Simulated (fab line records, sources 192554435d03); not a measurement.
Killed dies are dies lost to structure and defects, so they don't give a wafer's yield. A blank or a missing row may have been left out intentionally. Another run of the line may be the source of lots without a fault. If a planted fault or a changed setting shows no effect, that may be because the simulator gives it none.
A struck lot beside a sound one + flow n5_finfet + 17 steps out of a route of 1938
Sound: the wafers L818.2, L818.4, L818.6. Struck: wafers L827.3, L827.4. The cause is named last.
Each step with rows lists, per side, the tool, then ch with its chambers, then its first start. Under that, the readings that differ: sound wafers + struck wafers + difference of the means + sigmas: that difference in standard deviations of wafers without a fault.
alike: readings with means less than 2 such deviations apart, plus words and numbers identical on both sides. not compared: withheld readings, readings lacking a value on some wafer, bounds such as >300 that could conceal the same value, and numbers that have no deviation in the record and whose values overlap.
The two part at a step that has a row with sigmas, a row that says differs or no value, or rows on one side only. When numbers do not overlap yet have no deviation, they are printed without sigmas and do not part them. Lack of a reading on every wafer of one side parts them only where that side has two or more wafers.

first, 9 steps without rows for these wafers: N5_HKMG_FIN_SOFTBAKE_44 (time 60 s); N5_HKMG_FIN_EXPOSE_46 (exposes mask NDIPOLE); N5_HKMG_FIN_PEB_47 (peb time 60 s); N5_HKMG_FIN_DEVELOP_48 (develop time 30 s); N5_HKMG_FIN_DESCUM_53 (chemistry O2, time 7.9 s); N5_HKMG_FIN_ETCH_54 (etches SiARC in CF4, target depth 45.5 nm, time 75.8 s); N5_HKMG_FIN_ETCH_55 (etches SOC in N2/H2, target depth 240 nm, time 300 s); N5_HKMG_FIN_STRIP_56 (strips in N2/H2); N5_HKMG_FIN_STRIP_57 (strips in CF4).
N5_HKMG_FIN_ETCH_58: etches SOC in N2/H2, target depth 215.8 nm, time 741 s.
  sound on rie_diel-01 ch 0,1,3, day 4 23:23; struck on rie_diel-01 ch 1,3, day 7 08:58
| reading                                   | sound             | struck      | difference | sigmas |
|-------------------------------------------|-------------------|-------------|------------|--------|
| model.HKMG_FIN.feature_depth_nm (nm)      | 212.2 227.2 211.4 | 315.8 311.2 | +96.6      |        |
| model.etch.depth_nm (nm)                  | 212.2 227.1 211.4 | 315.8 311.2 | +96.6      |        |
| model.SOC_of_HKMG_FIN_COAT_41.thk_nm (nm) | 89.6 73.2 90      | 0 0         | -84        |        |
  alike: drypump_motor_current_A, oes_product_au, rf_vpp_V, showerhead_plenum_p_Torr, throttle_valve_pct
  not compared: rf_hours_counter_h
N5_HKMG_FIN_STRIP_93: strips SOC in N2/H2, time 20 s.
  sound on rie_diel-01 ch 0,1,3, day 4 23:49; struck on rie_diel-01 ch 1,3, day 7 09:23
| reading                                    | sound        | struck  | difference | sigmas |
|--------------------------------------------|--------------|---------|------------|--------|
| model.SOC_of_HKMG_FIN_COAT_41.thk_nm (nm)  | 79.2 62.6 80 | 0 0     | -74        |        |
| model.Al2O3_of_HKMG_FIN_ALD_75.thk_nm (nm) | 1 1 1        | 0.4 0.6 | -0.5       |        |
  alike: drypump_motor_current_A, oes_product_au, rf_vpp_V, showerhead_plenum_p_Torr, throttle_valve_pct
  not compared: rf_hours_counter_h
then, 2 steps without rows for these wafers: N5_HKMG_FIN_WET_ETCH_76 (etches Al2O3 in dNH4OH, stops on La2O3, target depth 2.25 nm, rinse time 30 s); N5_HKMG_FIN_STRIP_60 (strips in N2/H2, time 360 s).
N5_HKMG_FIN_WET_ETCH_77: etches La2O3 in dHCl, stops on HfO2, target depth 2 nm.
  sound on wet_bench-05 ch 0,1,3, day 5 00:20; struck on wet_bench-01 ch 3,4, day 7 09:55
| reading                                    | sound | struck  | difference | sigmas |
|--------------------------------------------|-------|---------|------------|--------|
| model.Al2O3_of_HKMG_FIN_ALD_75.thk_nm (nm) | 1 1 1 | 0.4 0.6 | -0.5       |        |
then, 1 step without rows for these wafers: N5_HKMG_FIN_WET_ETCH_78 (etches Al2O3 in dNH4OH, stops on La2O3, target depth 4.5 nm, rinse time 30 s).
-- here the record skips 4 days between the struck wafers' starts before and after, leaving off in module HKMG_FIN and picking up in module BEOL_M4 (first step shown: number 1111 of the route) --
N5_BEOL_M4_RC_MEAS_101:
  sound on prober-02 ch 0, day 9 06:36; struck on prober-02 ch 0, day 11 18:38
  alike: DIBL_N, DIBL_P, IOFF_N, IOFF_P, ION_N, ION_P, SS_N, SS_P, VT_N, VT_P
-- a jump in the record: the struck wafers' starts before and after are 5 days apart (it breaks off in module BEOL_M4 and resumes in module PASSIVATION, where the first step shown is number 1936 of the route) --
N5_PASSIVATION_PROBE_49:
  the record has rows for the struck wafers here (prober-02, day 16 11:51) and none for the sound ones

## WHERE THEY PART
At N5_PASSIVATION_PROBE_49 and nowhere else, as far as this record goes.

WHY: what the simulator had put in
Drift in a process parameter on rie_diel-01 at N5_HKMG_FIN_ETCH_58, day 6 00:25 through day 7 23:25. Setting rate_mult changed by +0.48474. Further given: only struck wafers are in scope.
